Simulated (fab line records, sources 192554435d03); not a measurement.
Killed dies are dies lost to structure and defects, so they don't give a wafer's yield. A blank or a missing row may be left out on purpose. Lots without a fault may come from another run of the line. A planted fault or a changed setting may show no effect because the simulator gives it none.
fab line records | flow n5_finfet
record lots=6 wafers=18 last_day=16
route steps=1938 shown ZERO_LAYER@5 BEOL_M4@1111
lots that met no fault: from a run of the same line without faults
start_h: hours from the record's first day to the start of the lot's first wafer shown | wait_h: hours since the lot's step before | " the same as in the row above | L1.1+2: a row that stands for several wafers | - no value, or no start given | * or withheld: withheld | < > ~ a bound
route shown NAME@n: a module of which the file shows steps, and the number in the route of the first | usual: mean/standard deviation of fault-free wafers | same: alike in all rows | chamber/n: place in a boat | sites: the reading at each site | _std_site: their standard deviation | _edge_site: outer sites' mean less inner sites' | radius_mm: how far each site lies from the wafer's centre | mask NAME#n: copy n | behind: the tool/chamber that last shaped the wafer | hold: why the lot was held/for how many hours/how that ended | device: the transistor (n, p or np) that didn't switch | end of line: the same wafers' tests at the end of the route | a step without rows: its recipe alone | killed: dies lost to structure and defects at the first sort, not the wafer's yield | map: a wafer's dies, x killed, . not, _ none there
set.NAME: the setting as run; set.NAME@STEP: as run at that earlier step | model.NAME: the simulator's own value behind a step, which no gauge read
lots at some steps of the route; a table a step, a row a wafer
services: from which hour (start_h, from the record's first day; less than 0 if before it) a tool's chamber was out of use, for how many hours, and why
## steps
# step N5_ZERO_LAYER_HMDS_04
# recipe time_s=60 temp_c=120
# step N5_ZERO_LAYER_COAT_05
# recipe spin_rpm=1500 resist_thk_nm=1000
# step N5_ZERO_LAYER_EBR_07
# recipe solvent=PGMEA ebr_width_mm=1.5
# step N5_ZERO_LAYER_SOFTBAKE_06
# recipe temp_c=100 time_s=90
# step N5_ZERO_LAYER_EXPOSE_08
# recipe mask_id=ZERO na=0.55 source_shape=conventional sigma_outer=0.8 polarization=unpolarized defocus_nm=0 target_cd_nm=2000 dose_mj=16.2
# step N5_ZERO_LAYER_PEB_09
# recipe peb_temp_c=withheld peb_time_s=*
# step N5_ZERO_LAYER_DEVELOP_10
# recipe develop_time_s=60 rinse_liquid=diw dry=air_spin dev_temp_c=21
# step N5_ZERO_LAYER_HARDBAKE_23
# recipe temp_c=130 time_s=120
# step N5_ZERO_LAYER_CD_MEAS_11
# recipe target_cd_nm=2000 landing_energy_ev=500 detector=se_inlens
# usual cd_nm=2000.9/2
# columns lot.wafer tool chamber start_h wait_h cd_nm
L617.1 cd_sem-01 0 12.65 - 2002.2
L617.5 " 0 " " 2002.6
L617.6 " 0 " " 1997.5
L619.3 cd_sem-01 0 24.67 - 1999.6
L619.5 " 0 " " 1998.6
L619.6 " 0 " " 1998.7
L620.2 cd_sem-02 0 30.77 - 2000.2
L620.3 " 0 " " 2002.3
L620.5 " 0 " " 2002.5
L629.4 cd_sem-03 0 84.77 - 2001.8
L629.5 " 0 " " 2000.5
L629.6 " 0 " " 2001.9
L632.1 cd_sem-01 0 102.64 - 2000.8
L632.2 " 0 " " 2003.7
L632.4 " 0 " " 2001.1
L636.3 cd_sem-03 0 126.64 - 2003.8
L636.5 " 0 " " 2000.4
L636.6 " 0 " " 2001.5
# step N5_ZERO_LAYER_DESCUM_16
# recipe chemistry=O2 time_s=7.9 source_power_w=50 bias_power_w=20 pressure_mtorr=20 rf_frequency_hz=2.712e+07 temp_c=40 o2_flow_sccm=225
# usual drypump_motor_current_A=5.7/0.46 oes_product_au=0.79/0.094 rf_vpp_V=242.7/1 showerhead_plenum_p_Torr=2.06/0.056 throttle_valve_pct=20.5/0.32
# columns lot.wafer tool chamber start_h wait_h drypump_motor_current_A oes_product_au rf_hours_counter_h rf_vpp_V showerhead_plenum_p_Torr throttle_valve_pct
L617.1 rie_diel-01 0 12.72 0.1 6.1 0.71 222 242.4 2.09 20.8
L617.5 " 0 " " 6.1 0.71 - 242.6 2.09 20.8
L617.6 " 3 " " 6.7 0.79 - 243.1 2.12 20.4
L619.3 rie_diel-03 2 24.70 0.0 5.6 0.76 138 243.5 2.10 20.8
L619.5 " 1 " " 5.7 0.72 - 243.4 2.06 20.8
L619.6 " 0 " " 6.0 0.69 - 244.2 2.17 21.0
L620.2 rie_diel-03 3 30.81 0.0 5.0 0.74 160 242.5 1.99 20.4
L620.3 " 1 " " 5.6 0.71 186 243.1 2.06 20.8
L620.5 " 2 " " 5.6 0.75 - 242.8 2.10 20.8
L629.4 rie_diel-01 2 84.80 0.0 6.0 0.67 230 243.6 2.08 20.8
L629.5 " 2 " " 6.0 0.67 - 241.8 2.08 20.8
L629.6 " 1 " " 5.8 0.93 - 242.3 2.02 20.0
L632.1 rie_diel-03 2 103.02 0.4 5.6 0.73 166 244.6 2.09 20.8
L632.2 " 3 " " 5.1 0.74 186 242.8 1.98 20.4
L632.4 " 1 " " 5.6 0.70 211 244.0 2.05 20.8
L636.3 rie_diel-03 2 126.68 0.0 5.6 0.73 174 242.4 2.09 20.8
L636.5 " 2 " " 5.6 0.74 - 242.8 2.09 20.8
L636.6 " 1 " " 5.7 0.70 - 243.3 2.05 20.8
# step N5_ZERO_LAYER_ETCH_17
# recipe chemistry=CF4 target=SiO2 target_depth_a=120 time_s=13.3 ion_energy_ev=350 pressure_mtorr=40 source_w=450 bias_w=215 Ar_flow_sccm=100 cf4_flow_sccm=100
# usual drypump_motor_current_A=5.7/0.46 oes_product_au=0.79/0.092 rf_vpp_V=946.6/2.9 showerhead_plenum_p_Torr=2.11/0.037 throttle_valve_pct=15.71/0.28
# columns lot.wafer tool chamber start_h wait_h drypump_motor_current_A oes_product_au rf_hours_counter_h rf_vpp_V showerhead_plenum_p_Torr throttle_valve_pct
L617.1 rie_diel-01 0 12.76 0.0 6.1 0.71 222 947.5 2.12 15.94
L617.5 " 0 " " 6.1 0.71 - 948.4 2.12 15.93
L617.6 " 3 " " 6.7 0.81 - 949.6 2.15 15.51
L619.3 rie_diel-03 2 24.74 0.0 5.6 0.76 138 949.9 2.15 16.00
L619.5 " 1 " " 5.6 0.72 - 946.4 2.12 16.10
L619.6 " 0 " " 6.0 0.67 - 952.4 2.17 15.93
L620.2 rie_diel-03 3 30.84 0.0 5.0 0.75 160 943.6 2.06 15.76
L620.3 " 1 " " 5.6 0.72 186 947.6 2.12 16.10
L620.5 " 2 " " 5.6 0.76 - 948.9 2.15 16.01
L629.4 rie_diel-01 2 84.84 0.0 6.1 0.69 230 946.8 2.10 15.92
L629.5 " 2 " " 6.1 0.69 - 947.7 2.10 15.95
L629.6 " 1 " " 5.8 0.92 - 948.2 2.09 15.33
L632.1 rie_diel-03 2 103.06 0.0 5.6 0.74 166 948.6 2.14 16.08
L632.2 " 3 " " 5.0 0.72 186 942.8 2.05 15.80
L632.4 " 1 " " 5.7 0.70 211 948.1 2.11 16.13
L636.3 rie_diel-03 2 126.71 0.0 5.6 0.74 174 948.7 2.14 16.09
L636.5 " 2 " " 5.6 0.73 - 947.2 2.14 16.09
L636.6 " 1 " " 5.6 0.70 - 947.0 2.11 16.16
# step N5_ZERO_LAYER_ETCH_18
# recipe chemistry=HBr/Cl2 target=Si target_depth_a=1200 time_s=40 pressure_mtorr=10 icp_w=800 bias_w=75 HBr_flow_sccm=150 Cl2_flow_sccm=80
# usual HBr_flow_sccm=150.0/0.42 drypump_motor_current_A=5.6/0.39 oes_product_au=1.008/0.015 throttle_valve_pct=36.31/0.27
# columns lot.wafer tool chamber start_h wait_h HBr_flow_sccm drypump_motor_current_A oes_product_au rf_hours_counter_h throttle_valve_pct
L617.1 rie_si-06 0 12.83 0.0 149.8 6.0 1.028 40 36.30
L617.5 " 0 " " 149.7 5.9 1.031 - 36.33
L617.6 " 3 " " 150.0 6.3 1.001 - 36.95
L619.3 rie_si-06 1 24.81 0.0 150.4 5.3 1.007 168 36.04
L619.5 " 1 " " 151.0 5.3 1.008 - 36.02
L619.6 " 0 " " 150.4 5.9 1.046 - 36.31
L620.2 rie_si-06 2 30.91 0.0 149.9 4.9 1.023 64 36.19
L620.3 " 0 " " 150.0 6.0 1.032 40 36.31
L620.5 " 0 " " 150.2 5.9 1.032 - 36.31
L629.4 rie_si-03 0 84.91 0.0 149.4 5.6 0.989 109 36.62
L629.5 " 0 " " 149.2 5.6 0.989 - 36.63
L629.6 " 3 " " 150.4 5.2 0.992 - 35.95
L632.1 rie_si-06 0 103.13 0.0 150.5 6.0 1.032 41 36.31
L632.2 " 3 " " 150.3 6.2 1.004 111 36.94
L632.4 " 1 " " 150.1 5.4 1.009 169 36.03
L636.3 rie_si-03 3 126.79 0.0 149.5 5.2 0.997 91 35.96
L636.5 " 2 " " 149.7 6.0 1.012 - 36.35
L636.6 " 1 " " 149.5 5.4 0.998 - 36.27
# step N5_ZERO_LAYER_STRIP_24
# recipe chemistry=O2 power_w=1000 temp_c=250 overash_fraction=0.3 pressure_mtorr=1000 o2_flow_sccm=6750
# usual chamber_pressure_mTorr=999.8/1 drypump_motor_current_A=5.7/0.37 heater_power_w=344/12 oes_product_au=0.647/0.0049 strip_time_to_endpoint_s=43.86/0.079
# columns lot.wafer tool chamber start_h wait_h chamber_pressure_mTorr drypump_motor_current_A heater_power_w oes_product_au rf_hours_counter_h strip_time_to_endpoint_s model.coat_of_ZERO_LAYER_COAT_05.thk_nm
L617.1 plasma_asher-01 0 12.93 0.1 998.8 5.2 326 0.648 23 43.76 0
L617.5 " 0 " " 1000.5 5.2 333 0.640 - 43.76 0
L617.6 " 1 " " 998.3 5.9 352 0.643 - 43.72 0
L619.3 plasma_asher-01 0 24.94 0.1 - - - - - - 931.8
L619.5 " 0 " " - - - - - - 930
L619.6 " 1 " " - - - - - - 930.5
L620.2 plasma_asher-02 1 31.02 0.1 - - - - - - 932.2
L620.3 " 1 " " - - - - - - 928.2
L620.5 " 1 " " - - - - - - 932.7
L629.4 plasma_asher-01 0 85.04 0.1 1002.3 5.2 333 0.650 - 43.92 0
L629.5 " 0 " " 999.3 5.2 325 0.645 - 43.86 0
L629.6 " 1 " " 1000.2 5.9 356 0.643 - 43.86 0
L632.1 plasma_asher-02 1 103.23 0.1 1000.8 6.2 330 0.640 92 43.71 0
L632.2 " 0 " " 1001.5 5.7 357 0.646 92 43.67 0
L632.4 " 0 " " 1001.2 5.7 347 0.648 - 43.92 0
L636.3 plasma_asher-01 0 126.91 0.1 1002.0 5.2 329 0.636 - 43.89 0
L636.5 " 0 " " 1001.0 5.2 333 0.649 - 43.84 0
L636.6 " 1 " " 997.4 5.9 347 0.645 - 43.97 0
# step N5_ZERO_LAYER_STRIP_19
# recipe chemistry=SPM time_s=900 temp_c=130 h2so4_h2o2_vol_ratio=4 dry=ipa_marangoni
# step N5_BEOL_M4_RC_MEAS_101
# usual DIBL_N=35.8/1.8 DIBL_P=35.9/2.2 IOFF_N=0.16/0.035 IOFF_P=0.21/0.04 ION_N=672/11 ION_P=461/7.4 SS_N=71.4/0.64 SS_P=73.2/0.67 VT_N=250/3.5 VT_P=-251/3.4
# columns lot.wafer tool chamber start_h wait_h DIBL_N[mV/V] DIBL_P[mV/V] IOFF_N[nA/um] IOFF_P[nA/um] ION_N[uA/um] ION_P[uA/um] SS_N[mV/dec] SS_P[mV/dec] VT_N[mV] VT_P[mV]
L617.1 prober-02 0 163.50 0.0 37.3 37.3 0.19 0.20 682 456 72.2 73.5 249 -251
L617.5 " 0 " " 38.2 38.1 0.22 0.22 680 455 72.3 73.1 244 -251
L617.6 " 0 " " 36.5 36.5 0.16 0.19 674 456 72.4 73.5 248 -254
L619.3 prober-02 0 166.08 0.5 34.0 34.0 0.12 0.18 662 454 71.3 72.9 255 -252
L619.5 " 0 " " 36.7 36.9 0.16 0.23 676 465 70.9 73.5 251 -249
L619.6 " 0 " " 33.0 32.3 0.11 0.16 674 460 71.3 72.9 254 -256
L620.2 prober-02 0 183.59 0.2 31.9 29.9 0.10 0.15 648 449 70.3 72.2 257 -255
L620.3 " 0 " " 36.8 36.2 0.18 0.24 679 465 71.6 73.2 249 -249
L620.5 " 0 " " 36.0 36.3 0.17 0.23 674 466 71.3 72.9 249 -247
L629.4 prober-02 0 251.51 0.5 35.0 34.2 0.12 0.18 650 452 70.9 73.1 256 -254
L629.5 " 0 " " 33.5 32.6 0.11 0.16 661 454 70.9 72.0 252 -254
L629.6 " 0 " " 36.3 36.6 0.15 0.22 666 458 70.8 73.9 252 -249
L632.1 prober-02 0 277.06 0.0 36.2 35.9 0.17 0.25 686 473 71.5 72.7 247 -246
L632.2 " 0 " " 38.5 39.0 0.22 0.31 691 479 71.3 74.1 244 -243
L632.4 " 0 " " 36.6 37.0 0.18 0.28 687 475 71.2 73.1 246 -245
L636.3 prober-01 0 285.21 0.3 39.3 38.7 0.25 0.29 697 464 72.4 73.8 243 -244
L636.5 " 0 " " 35.6 35.2 0.15 0.20 659 456 71.4 72.9 252 -248
L636.6 " 0 " " 35.6 35.3 0.15 0.21 674 461 71.3 73.5 248 -249
## services
# columns tool chamber start_h hours kind
rie_si-06 1 -10.00 5.6 repair
rie_diel-03 0 25.76 27.0 repair
rie_diel-01 2 60.91 23.0 repair
rie_diel-01 - 62.44 2.8 pm
rie_si-06 - 64.93 0.8 repair
plasma_asher-02 - 67.08 8.9 repair
rie_diel-03 0 77.62 - clean
rie_diel-03 0 77.62 - consumable_replace:focus_ring
rie_diel-03 0 77.62 13.9 scheduled_down
rie_diel-03 0 77.62 13.9 vent_cycle
plasma_asher-01 - 100.83 17.6 repair
rie_diel-01 0 103.00 - clean
rie_diel-01 0 103.00 - consumable_replace:focus_ring
rie_diel-01 0 103.00 27.2 scheduled_down
rie_diel-01 0 103.00 27.2 vent_cycle
rie_diel-03 1 103.40 9.8 repair
## key
first_sign step=N5_ZERO_LAYER_STRIP_24 reading=tool_record direction=missing
effect none on later readings
model_effect step=N5_ZERO_LAYER_STRIP_24 value=coat_of_ZERO_LAYER_COAT_05.thk_nm without=0 struck=930.9
met_at N5_ZERO_LAYER_STRIP_24
struck_wafers L619.3,L619.5,L619.6,L620.2,L620.3,L620.5
onset_between 12.93 24.94
fault kind=skipped_step_whole tool=plasma_asher-01,plasma_asher-02 chamber=- onset_h=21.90 steps=N5_ZERO_LAYER_STRIP_24 scope=struck_lots_only
